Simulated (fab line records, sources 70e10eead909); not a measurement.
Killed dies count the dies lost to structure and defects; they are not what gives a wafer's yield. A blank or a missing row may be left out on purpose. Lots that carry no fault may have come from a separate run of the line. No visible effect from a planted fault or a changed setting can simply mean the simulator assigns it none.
Matching of chambers    flow nand-harc    NHARC_A_STAIRCASE_DESCUM_186 on rie-diel-01 has 4 sister chambers
The step chemistry O2, time 3 s. 18 wafers are shown with their chamber, then 9 later ones without.

## WAFERS WITH THEIR CHAMBER
wafer   chamber  drypump-motor-current-A (A)  showerhead-plenum-p-Torr (Torr)  throttle-valve-pct (%)
L074.2  3        4.9                          1.85                             11.315
L074.3  1        5.2                          1.96                             11.301
L074.4  0        6.6                          1.80                             11.315
L075.1  3        4.9                          1.85                             11.307
L075.3  2        5.7                          1.84                             11.321
L075.4  0        6.6                          1.79                             11.321
L080.2  3        4.8                          1.85                             11.313
L080.5  3        4.9                          1.85                             11.302
L080.6  2        5.7                          1.84                             11.306
L082.1  2        5.7                          1.84                             11.307
L082.2  3        4.8                          1.85                             11.314
L082.6  2        5.7                          1.84                             11.316
L083.3  3        4.8                          1.85                             11.318
L083.4  2        5.7                          1.84                             11.320
L083.5  1        5.2                          1.95                             11.308
L087.2  3        4.8                          1.84                             11.311
L087.3  2        5.7                          1.83                             11.308
L087.4  0        6.6                          1.79                             11.327

SIGNATURES (averages over the wafers above)
reading                   chamber 0  chamber 1  chamber 2  chamber 3  scatter within a chamber
drypump-motor-current-A   6.600      5.200      5.700      4.843      0.035
showerhead-plenum-p-Torr  1.7933     1.9550     1.8383     1.8486     0.00452
throttle-valve-pct        11.32100   11.30450   11.31300   11.31143   0.00599
Rule: distance of a wafer from a chamber = root of the sum over the readings of ((wafer's reading minus chamber's mean) / reading's scatter) squared. The wafer belongs to the nearest chamber; if the next one is less than 2 further off, it can't be placed. The scatter: take each reading less its chamber's mean, square it, sum over the shown wafers, divide by the number of wafers less the number of chambers, and take the root.

## WAFERS WHOSE CHAMBER IS MISSING
wafer   drypump-motor-current-A (A)  showerhead-plenum-p-Torr (Torr)  throttle-valve-pct (%)
L089.3  4.8                          1.84                             11.314
L089.4  6.6                          1.79                             11.298
L089.5  4.8                          1.84                             11.309
L092.1  6.6                          1.79                             11.300
L092.2  4.8                          1.84                             11.314
L092.5  4.8                          1.84                             11.323
L093.2  4.8                          1.84                             11.323
L093.4  6.6                          1.79                             11.301
L093.5  6.6                          1.79                             11.314

## CHAMBER TAKEN BY EACH
wafer   from the rows above  in truth
L089.3  3                    3
L089.4  0                    0
L089.5  3                    3
L092.1  0                    0
L092.2  3                    3
L092.5  3                    3
L093.2  3                    3
L093.4  0                    0
L093.5  0                    0
Placed correctly: 9 of 9. Left unplaced by these rows: 0. 0 placed wrongly.
